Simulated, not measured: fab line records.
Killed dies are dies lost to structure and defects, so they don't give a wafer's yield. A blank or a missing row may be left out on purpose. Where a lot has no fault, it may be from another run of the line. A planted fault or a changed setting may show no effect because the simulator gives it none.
What tool caused it? || flow n5-finfet || 12 lots, 36 wafers sampled, at 5 steps of a route of 1938

## WHAT THE GAUGES READ, wafer by wafer
N5_BEOL_M3_THK_MEAS_53: measures by xrf.
{"lot": "L075", "measured": "day 8 14:00", "on": "film-metro-02", "M3_THK (nm)": "40.7 35.7 41.8"}
{"lot": "L077", "measured": "day 9 05:00", "on": "film-metro-02", "M3_THK (nm)": "39.1 40.9 41.0"}
{"lot": "L079", "measured": "day 9 06:56", "on": "film-metro-01", "M3_THK (nm)": "39.8 40.1 39.0"}
{"lot": "L081", "measured": "day 10 04:43", "on": "film-metro-02", "M3_THK (nm)": "41.1 40.5 41.8"}
{"lot": "L085", "measured": "day 10 12:26", "on": "film-metro-01", "M3_THK (nm)": "38.8 39.7 40.8"}
{"lot": "L084", "measured": "day 10 23:17", "on": "film-metro-01", "M3_THK (nm)": "39.7 39.8 39.8"}
{"lot": "L086", "measured": "day 11 08:11", "on": "film-metro-02", "M3_THK (nm)": "39.7 41.5 39.0"}
{"lot": "L088", "measured": "day 11 21:32", "on": "film-metro-01", "M3_THK (nm)": "40.9 40.2 42.4"}
{"lot": "L091", "measured": "day 12 05:47", "on": "film-metro-01", "M3_THK (nm)": "40.1 42.6 41.9"}
{"lot": "L094", "measured": "day 13 06:28", "on": "film-metro-02", "M3_THK (nm)": "40.5 43.1 40.0"}
{"lot": "L095", "measured": "day 13 20:19", "on": "film-metro-01", "M3_THK (nm)": "37.2 40.7 39.5"}
{"lot": "L097", "measured": "day 14 07:25", "on": "film-metro-02", "M3_THK (nm)": "40.0 39.7 40.6"}

## WHAT TOOL EACH LOT RAN ON (gives the tool, then ch and the chambers of the sampled wafers, and finally the start)
{"lot": "L075", "N5_BEOL_M3_ETCH_41": "rie-diel-04 ch 0,1,3, day 8 10:14 or earlier", "N5_BEOL_M3_DEGAS_44": "pvd-sputter-03, day 8 10:14", "N5_BEOL_M3_SPUTTER_79": "pvd-sputter-01, day 8 11:29", "N5_BEOL_M3_ANNEAL_51": "rtp-anneal-02 ch 0, day 8 13:13"}
{"lot": "L077", "N5_BEOL_M3_ETCH_41": "rie-diel-06 ch 1,2, day 9 01:50 or earlier", "N5_BEOL_M3_DEGAS_44": "pvd-sputter-01, day 9 01:50", "N5_BEOL_M3_SPUTTER_79": "pvd-sputter-03, day 9 02:40", "N5_BEOL_M3_ANNEAL_51": "rtp-anneal-01 ch 0, day 9 04:27"}
{"lot": "L079", "N5_BEOL_M3_ETCH_41": "rie-diel-02 ch 0,1,3, day 9 02:08 or earlier", "N5_BEOL_M3_DEGAS_44": "pvd-sputter-02, day 9 02:08", "N5_BEOL_M3_SPUTTER_79": "pvd-sputter-03, day 9 04:35", "N5_BEOL_M3_ANNEAL_51": "rtp-anneal-02 ch 0, day 9 06:19"}
{"lot": "L081", "N5_BEOL_M3_ETCH_41": "rie-diel-02 ch 0,1,2, day 10 01:22 or earlier", "N5_BEOL_M3_DEGAS_44": "pvd-sputter-03, day 10 01:22", "N5_BEOL_M3_SPUTTER_79": "pvd-sputter-01, day 10 02:23", "N5_BEOL_M3_ANNEAL_51": "rtp-anneal-02 ch 0, day 10 04:10"}
{"lot": "L085", "N5_BEOL_M3_ETCH_41": "rie-diel-06 ch 0,1, day 10 09:12 or earlier", "N5_BEOL_M3_DEGAS_44": "pvd-sputter-02, day 10 09:12", "N5_BEOL_M3_SPUTTER_79": "pvd-sputter-02, day 10 10:06", "N5_BEOL_M3_ANNEAL_51": "rtp-anneal-02 ch 0, day 10 11:53"}
{"lot": "L084", "N5_BEOL_M3_ETCH_41": "rie-diel-06 ch 0,1,3, day 10 20:01 or earlier", "N5_BEOL_M3_DEGAS_44": "pvd-sputter-03, day 10 20:01", "N5_BEOL_M3_SPUTTER_79": "pvd-sputter-01, day 10 20:57", "N5_BEOL_M3_ANNEAL_51": "rtp-anneal-01 ch 0, day 10 22:44"}
{"lot": "L086", "N5_BEOL_M3_ETCH_41": "rie-diel-04 ch 2,3, day 11 04:38 or earlier", "N5_BEOL_M3_DEGAS_44": "pvd-sputter-03, day 11 04:38", "N5_BEOL_M3_SPUTTER_79": "pvd-sputter-03, day 11 05:52", "N5_BEOL_M3_ANNEAL_51": "rtp-anneal-01 ch 0, day 11 07:39"}
{"lot": "L088", "N5_BEOL_M3_ETCH_41": "rie-diel-02 ch 0,1,3, day 11 18:19 or earlier", "N5_BEOL_M3_DEGAS_44": "pvd-sputter-03, day 11 18:19", "N5_BEOL_M3_SPUTTER_79": "pvd-sputter-01, day 11 19:12", "N5_BEOL_M3_ANNEAL_51": "rtp-anneal-02 ch 0, day 11 20:56"}
{"lot": "L091", "N5_BEOL_M3_ETCH_41": "rie-diel-06 ch 0,1,3, day 12 02:37 or earlier", "N5_BEOL_M3_DEGAS_44": "pvd-sputter-03, day 12 02:37", "N5_BEOL_M3_SPUTTER_79": "pvd-sputter-01, day 12 03:28", "N5_BEOL_M3_ANNEAL_51": "rtp-anneal-01 ch 0, day 12 05:12"}
{"lot": "L094", "N5_BEOL_M3_ETCH_41": "rie-diel-02 ch 0,1,3, day 13 03:04 or earlier", "N5_BEOL_M3_DEGAS_44": "pvd-sputter-03, day 13 03:04", "N5_BEOL_M3_SPUTTER_79": "pvd-sputter-01, day 13 04:02", "N5_BEOL_M3_ANNEAL_51": "rtp-anneal-01 ch 0, day 13 05:56"}
{"lot": "L095", "N5_BEOL_M3_ETCH_41": "rie-diel-02 ch 0,2,3, day 13 17:02 or earlier", "N5_BEOL_M3_DEGAS_44": "pvd-sputter-03, day 13 17:02", "N5_BEOL_M3_SPUTTER_79": "pvd-sputter-03, day 13 17:59", "N5_BEOL_M3_ANNEAL_51": "rtp-anneal-01 ch 0, day 13 19:44"}
{"lot": "L097", "N5_BEOL_M3_ETCH_41": "rie-diel-02 ch 0,1,2, day 14 04:13 or earlier", "N5_BEOL_M3_DEGAS_44": "pvd-sputter-02, day 14 04:13", "N5_BEOL_M3_SPUTTER_79": "pvd-sputter-01, day 14 05:04", "N5_BEOL_M3_ANNEAL_51": "rtp-anneal-02 ch 0, day 14 06:50"}
- N5_BEOL_M3_ETCH_41: etches SiCN in CH3F/O2, target depth 29.9 nm, time 52.5 s.
- N5_BEOL_M3_DEGAS_44: time 60 s.
- N5_BEOL_M3_SPUTTER_79: material Cu, target thk 4.5 nm, time 8.29 s.
- N5_BEOL_M3_ANNEAL_51: time 90 s.

## THE ANSWER, worked out from the rows above alone
Rule: the usual values come from the lots themselves. Put in order of their means at a reading, lots are off if they are a third of the lots or fewer, leave a main group of 4 or more, and stand apart from it by a gap of 3 or more times the standard deviation of the main group's means; of several such gaps the widest counts. Not used: any main group whose means are identical at the precision the tables above print for the reading. A lot without any number at a reading at which 4 lots or more have one is off too. All remaining lots with rows at the step are treated as sound.
None of the lots is off at any reading shown; this tells nothing.

## WHAT THE SIMULATOR HAD PUT IN
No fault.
